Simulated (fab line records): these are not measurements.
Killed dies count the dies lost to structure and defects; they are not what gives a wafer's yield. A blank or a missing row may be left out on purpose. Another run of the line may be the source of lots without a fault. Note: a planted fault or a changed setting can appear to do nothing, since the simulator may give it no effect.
Matching of chambers    flow n5 finfet    3 sister chambers for N5_BEOL_M9_DEP_56 on pecvd-03
The step deposits SiCN from 3MS/NH3, target thk 15 nm, time 26.5 s. 6 wafers are shown with their chamber, then 11 later ones without.

== EACH WAFER AND ITS CHAMBER ==
wafer   chamber  showerhead plenum p Torr (Torr)  throttle valve pct (%)
L086.1  2        3.649                            9.5
L086.3  1        3.681                            9.0
L089.1  1        3.687                            9.0
L089.2  2        3.652                            9.1
L089.5  0        3.667                            9.2
L091.2  0        3.663                            9.2

== WAFERS WITH NO CHAMBER GIVEN ==
wafer   showerhead plenum p Torr (Torr)  throttle valve pct (%)
L091.4  3.657                            9.0
L091.5  3.680                            9.2
L092.2  3.680                            9.2
L092.3  3.663                            9.1
L092.5  3.656                            9.2
L095.3  3.671                            8.9
L095.4  3.686                            9.4
L095.5  3.657                            9.2
L097.1  3.699                            9.0
L097.2  3.648                            9.3
L097.3  3.669                            9.4

== WHICH CHAMBER EACH ONE RAN IN ==
wafer   from the rows above      in truth
L091.4  can't be placed: 2 or 0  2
L091.5  1                        1
L092.2  1                        1
L092.3  0                        0
L092.5  can't be placed: 2 or 0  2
L095.3  can't be placed: 0 or 1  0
L095.4  1                        1
L095.5  can't be placed: 2 or 0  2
L097.1  1                        1
L097.2  2                        2
L097.3  0                        0
7 of 11 placed correctly. Cannot be placed on the basis of these rows: 4; the candidates contain the true chamber in 4. Number placed wrongly: 0.
How it was worked out, from the rows above alone: a wafer's distance from a chamber is the root of the sum, over the readings, of the square of ((its reading less the chamber's mean) divided by the reading's scatter). If the next closest chamber is less than 2 further off than the closest, the wafer can't be placed; otherwise it belongs to the closest. For every chamber, the mean is computed from those of its wafers that are shown. The scatter is the square root of a quotient: the sum, over the shown wafers, of each reading's squared deviation from its chamber's mean, divided by wafers minus chambers.
